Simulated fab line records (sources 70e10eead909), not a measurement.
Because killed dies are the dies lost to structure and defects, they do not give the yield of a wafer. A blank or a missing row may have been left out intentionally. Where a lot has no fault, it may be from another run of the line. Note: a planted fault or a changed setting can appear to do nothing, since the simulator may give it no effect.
Comparing a struck lot with a sound one	flow nand_harc	40 out of 1302 route steps
Sound: these wafers, L124.1, L124.3, L124.6. Wafers struck: L133.3, L133.4, L133.5. Last of all comes the cause.
Order at every step that has rows: each side's tool, ch and its chambers, its first start. Under that, the readings that differ: sound wafers	struck wafers	difference of the means	sigmas: that difference in standard deviations of wafers without a fault.
alike: words and numbers the same on both sides, and readings whose means are apart by under 2 such deviations; not compared: readings that were withheld, readings missing a value for some wafer, numbers with overlapping values and no deviation given by the record, and bounds like >300 which may hide the same value.
Wherever a step has rows on one side only, a row that says differs or no value, or a row with sigmas, the two part there. Non-overlapping numbers with no deviation appear without sigmas and do not part them. Lack of a reading on every wafer of one side parts them only where that side has two or more wafers.

first, 1 step without rows for these wafers: NHARC_P_CONTACT_DEVELOP_11 (develop time 35 s).
NHARC_P_CONTACT_CD_MEAS_12 targets a cd of 90 nm.
  sound on cd_sem-03 ch 0, day 6 16:45; struck on cd_sem-01 ch 0, day 10 16:48
  alike: cd_nm
NHARC_P_CONTACT_OVL_MEAS_13:
  sound on overlay-02, day 6 16:50; struck on overlay-02, day 10 16:53
  alike: overlay_x_nm, overlay_y_nm
NHARC_P_CONTACT_INSPECT_14:
  sound on defect_inspect-02, day 6 16:53; struck on defect_inspect-02, day 10 16:55
  alike: raw_defect_count
then, 2 steps without rows for these wafers: NHARC_P_CONTACT_DESCUM_17 (chemistry O2, time 3 s); NHARC_P_CONTACT_ETCH_35 (etches the open film in CF4, target depth 39 nm, time 65 s).
NHARC_P_CONTACT_ETCH_36: etches the open film in N2/H2, target depth 260 nm, time 406.25 s.
  sound: rie_diel-11 ch 0,1,2; struck: rie_diel-11 ch 0,1,3
  alike: drypump_motor_current_A, oes_product_au, rf_vpp_V, showerhead_plenum_p_Torr, throttle_valve_pct
  not compared: rf_hours_counter_h
then, 3 steps without rows for these wafers: NHARC_P_CONTACT_ETCH_18 (etches the open film in C4F8/O2/Ar, target depth 481 nm, time 240.5 s); NHARC_P_CONTACT_STRIP_37 (strips in C4F8/O2/Ar); NHARC_P_CONTACT_ETCH_31 (etches the open film in CH3F/O2, target depth 30 nm, time 85.7 s).
NHARC_P_CONTACT_CD_MEAS_19:
  sound on cd_sem-03, day 6 17:48; struck on cd_sem-02, day 10 17:51
reading	sound	struck	difference	sigmas
cd_nm (nm)	89.2 89.9 87.3	91.3 94.1 94.4	+4.5	+3
then, 1 step without rows for these wafers: NHARC_P_CONTACT_STRIP_28 (strips in O2).
NHARC_P_CONTACT_STRIP_29: strips in post etch residue remover, time 1200 s.
  sound on wet_bench-09 ch 3,6,7, day 6 18:05; struck on wet_bench-07 ch 2,3,4, day 10 18:07
NHARC_P_CONTACT_DEGAS_38: time 60 s.
  sound on pvd_sputter-02, day 6 18:32; struck on pvd_sputter-02, day 10 18:34
  alike: heater_power_w
then, 1 step without rows for these wafers: NHARC_P_CONTACT_PRE_CLEAN_39 (time 19.5 s).
NHARC_P_CONTACT_PVD_32: deposits Ti, target thk 5 nm, time 17.7 s.
  sound on pvd_sputter-02; struck on pvd_sputter-02
  alike: cathode_dc_power_W, throttle_valve_pct
then, 1 step without rows for these wafers: NHARC_P_CONTACT_ALD_22 (deposits TiN, target thk 3 nm, pulse time 1 s, ald cycles 150).
NHARC_P_CONTACT_CVD_23: deposits W, target thk 200 nm, time 557 s.
  sound: cvd_w-02 ch 0,1; struck: cvd_w-02 ch 0,1
  alike: heater_power_w, throttle_valve_pct
then, 12 steps without rows for these wafers: NHARC_P_CONTACT_CMP_24 (polishes, t overpolish 30 s, target thk 200 nm); NHARC_P_CONTACT_SRD_26; NHARC_P_M0_DEP_00 (deposits SiOC, target thk 150 nm); NHARC_P_M0_DEHYDRATE_01 (time 120 s); NHARC_P_M0_HMDS_02 (time 30 s); NHARC_P_M0_COAT_33 (time 65 s); NHARC_P_M0_COAT_03 (resist thk 90 nm); NHARC_P_M0_SOFTBAKE_04 (time 55 s); NHARC_P_M0_EBR_05; NHARC_P_M0_EXPOSE_06 (exposes mask P M0, target cd 90 nm); NHARC_P_M0_PEB_07 (peb time 65 s); NHARC_P_M0_DEVELOP_08 (develop time 35 s).
NHARC_P_M0_CD_MEAS_09 targets a cd of 90 nm.
  sound on cd_sem-01 ch 0, day 6 20:55; struck on cd_sem-02 ch 0, day 10 20:50
  alike: cd_nm
NHARC_P_M0_OVL_MEAS_10: pitch 180 nm.
  sound on overlay-01, day 6 21:00; struck on overlay-01, day 10 20:55
  alike: overlay_x_nm, overlay_y_nm
then, 2 steps without rows for these wafers: NHARC_P_M0_DESCUM_14 (chemistry O2, time 3 s); NHARC_P_M0_ETCH_34 (etches the open film in N2/H2, target depth 40 nm, overetch 12 nm, time 43.94 s).
NHARC_P_M0_ETCH_15: etches the open film in C4F8/Ar, target depth 150 nm, overetch 15 nm, time 82.5 s.
  sound: rie_diel-03 ch 1,2,3; struck: rie_diel-02 ch 0,3
  alike: oes_product_au, rf_vpp_V
  not compared: rf_hours_counter_h
NHARC_P_M0_CD_MEAS_16:
  sound on cd_sem-02, day 6 21:26; struck on cd_sem-02, day 10 21:19
  alike: cd_nm
then, 3 steps without rows for these wafers: NHARC_P_M0_STRIP_18 (strips in N2/H2); NHARC_P_M0_STRIP_19 (strips in post etch residue remover, time 600 s); NHARC_P_M0_DEGAS_28 (time 60 s).
-- jump in the record: it breaks off in module P_M0 and resumes in module END (first step shown: number 1302 of the route), and 19 days separate the struck wafers' starts before and after --
NHARC_END_SORT_01:
  here the record holds rows for the struck wafers (prober-01 ch 0, day 29 11:55) but none for the sound ones

## WHERE THEY PART
At NHARC_P_CONTACT_CD_MEAS_19 first; at NHARC_END_SORT_01 last (within this record only).

WHY: what the simulator had put in
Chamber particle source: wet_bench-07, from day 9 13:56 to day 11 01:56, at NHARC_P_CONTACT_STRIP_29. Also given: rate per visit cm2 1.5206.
